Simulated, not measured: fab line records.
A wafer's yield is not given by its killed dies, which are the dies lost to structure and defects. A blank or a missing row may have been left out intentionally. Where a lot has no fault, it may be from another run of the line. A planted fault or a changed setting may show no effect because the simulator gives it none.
Which of the tools did it? -- flow n5-finfet -- 9 lots, 27 wafers sampled, at 3 steps of a route of 1938

WHAT EACH GAUGE READ, for each wafer
N5_BEOL_M2_CD_MEAS_11 targets a cd of 16.79 nm.
lot,measured,on,cd-nm (nm)
L766,day 6 20:41,cd-sem-01,16.56 16.76 16.72
L769,day 7 09:10,cd-sem-02,16.76 16.70 16.60
L772,day 8 14:14,cd-sem-03,18.14 18.30 18.89
L773,day 8 14:25,cd-sem-01,16.55 17.06 16.66
L774,day 9 04:42,cd-sem-03,18.54 18.22 18.35
L777,day 9 17:18,cd-sem-01,16.86 16.16 16.71
L779,day 9 23:51,cd-sem-01,17.05 16.49 16.45
L781,day 10 11:18,cd-sem-03,16.51 16.65 17.09
L783,day 10 21:36,cd-sem-03,16.70 16.55 16.57

TOOL THAT RAN EACH LOT (tool first, then ch and the chambers of the sampled wafers, then the start)
lot,N5_BEOL_M1_ANNEAL_51,N5_BEOL_M2_EXPOSE_08
L766,"rtp-anneal-02 ch 0, day 6 18:22","euv-scanner-01 ch 0, day 6 20:32"
L769,"rtp-anneal-01 ch 0, day 7 06:41","euv-scanner-01 ch 0, day 7 09:02"
L772,"rtp-anneal-01 ch 0, day 8 11:41","euv-scanner-01 ch 0, day 8 14:07"
L773,"rtp-anneal-02 ch 0, day 8 11:56","euv-scanner-02 ch 0, day 8 14:17"
L774,"rtp-anneal-02 ch 0, day 9 02:54","euv-scanner-01 ch 0, day 9 04:34"
L777,"rtp-anneal-01 ch 0, day 9 14:56","euv-scanner-02 ch 0, day 9 17:10"
L779,"rtp-anneal-02 ch 0, day 9 21:39","euv-scanner-02 ch 0, day 9 23:43"
L781,"rtp-anneal-02 ch 0, day 10 09:09","euv-scanner-02 ch 0, day 10 11:10"
L783,"rtp-anneal-02 ch 0, day 10 18:14","euv-scanner-02 ch 0, day 10 21:28"
- N5_BEOL_M1_ANNEAL_51: time 90 s.
- N5_BEOL_M2_EXPOSE_08: exposes mask M2.

THE ANSWER, worked out from the rows above alone
Rule: the lots themselves supply what counts as usual. Put in order of their means at a reading, lots are off if they are a third of the lots or fewer, leave a main group of 4 or more, and stand apart from it by a gap of 3 or more times the standard deviation of the main group's means; of several such gaps the widest counts. A main group whose means are all the same, to the digits that the tables above print for the reading, isn't used. A lot without any number at a reading at which 4 lots or more have one is off too. The other lots that the step has rows for count as sound.
Off, at N5_BEOL_M2_CD_MEAS_11 on cd-nm: L772, L774. Main group: mean 16.67 nm, sd 0.062.
A tool fits if, at a process step before that reading, it ran every lot that is off, and no sound lot after the first of them. Gauges at N5_BEOL_M2_CD_MEAS_11: tried the same way as those tools. One fits: euv-scanner-01 at N5_BEOL_M2_EXPOSE_08. A fault onset in the window from L769 (day 7 09:02, its last sound lot) to L772 (day 8 14:07, its first lot off) fits.

WHAT THE SIMULATOR PUT IN
Process parameter drift: euv-scanner-01, from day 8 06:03 on, at N5_BEOL_M2_EXPOSE_08. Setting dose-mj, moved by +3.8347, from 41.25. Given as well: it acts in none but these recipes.
Struck lots among those shown: L772, L774. The rule above found the same.
